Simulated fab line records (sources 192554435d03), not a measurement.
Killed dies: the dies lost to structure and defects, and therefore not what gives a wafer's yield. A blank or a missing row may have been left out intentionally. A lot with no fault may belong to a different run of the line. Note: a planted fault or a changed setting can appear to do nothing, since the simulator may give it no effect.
A struck lot beside a sound one    flow n5 finfet    12 steps out of a route of 1938
Sound: the wafers L721.1, L721.5, L721.6. The struck wafers were L730.1, L730.4, L730.5. Last of all comes the cause.
Per side, at each step with rows, come the tool, then ch with its chambers, and then its first start. Under that, the readings that differ: sound wafers    struck wafers    difference of the means    sigmas: that difference in standard deviations of wafers without a fault.
alike: same words and numbers on both sides, and readings whose means sit less than 2 such deviations apart. not compared: any withheld reading, any reading some wafer has no value for, any bound like >300 that may hide the same value, and any number with overlapping values for which the record gives no deviation.
Wherever a step has rows on one side only, a row that says differs or no value, or a row with sigmas, the two part there. Numbers that have no deviation but don't overlap get no sigmas and don't part them. A reading that every wafer of one side lacks parts them only if that side has two wafers or more.

N5_START_INSPECT_01: inspects for defects (unpatterned scan).
  sound on defect inspect-01 at day 3 18:02; struck on defect inspect-01 at day 6 00:02
  alike: raw defect count
then, 2 steps without rows for these wafers: N5_ZERO_LAYER_PRECLEAN_00 (cleans in SPM, time 600 s); N5_ZERO_LAYER_SRD_01 (time 30 s, dry time 30 s).
N5_ZERO_LAYER_PECVD_02: deposits SiO2 from SiH4/N2O, target thk 10 nm, time 6 s.
  sound on pecvd-01 ch 0,1, day 3 18:17; struck on pecvd-01 ch 0,1,2, day 6 00:17
  alike: heater power w, showerhead plenum p Torr
then, 6 steps without rows for these wafers: N5_ZERO_LAYER_HMDS_04 (time 60 s); N5_ZERO_LAYER_COAT_05 (resist thk 1000 nm); N5_ZERO_LAYER_EBR_07; N5_ZERO_LAYER_SOFTBAKE_06 (time 90 s); N5_ZERO_LAYER_EXPOSE_08 (exposes mask ZERO, defocus 0 nm, target cd 2000 nm); N5_ZERO_LAYER_PEB_09.
N5_ZERO_LAYER_DEVELOP_10: develop time 60 s.
  struck on litho track-04, day 6 00:39; sound on litho track-04 ch 0, day 3 19:53
  no value came back on the struck wafers for chill plate temp C (C), develop time s (s); on the sound wafers chill plate temp C (C) reads 23.02 23.00 23.05
reading                                       sound            struck          difference  sigmas
model.coat_of_ZERO_LAYER_COAT_05.thk nm (nm)  986 986.1 986.4  1003 1002 1001  +16         
then, 1 step without rows for these wafers: N5_ZERO_LAYER_HARDBAKE_23 (time 120 s).

== WHERE THEY PART ==
Only at N5_ZERO_LAYER_DEVELOP_10, within this record.

WHY: what the simulator had put in
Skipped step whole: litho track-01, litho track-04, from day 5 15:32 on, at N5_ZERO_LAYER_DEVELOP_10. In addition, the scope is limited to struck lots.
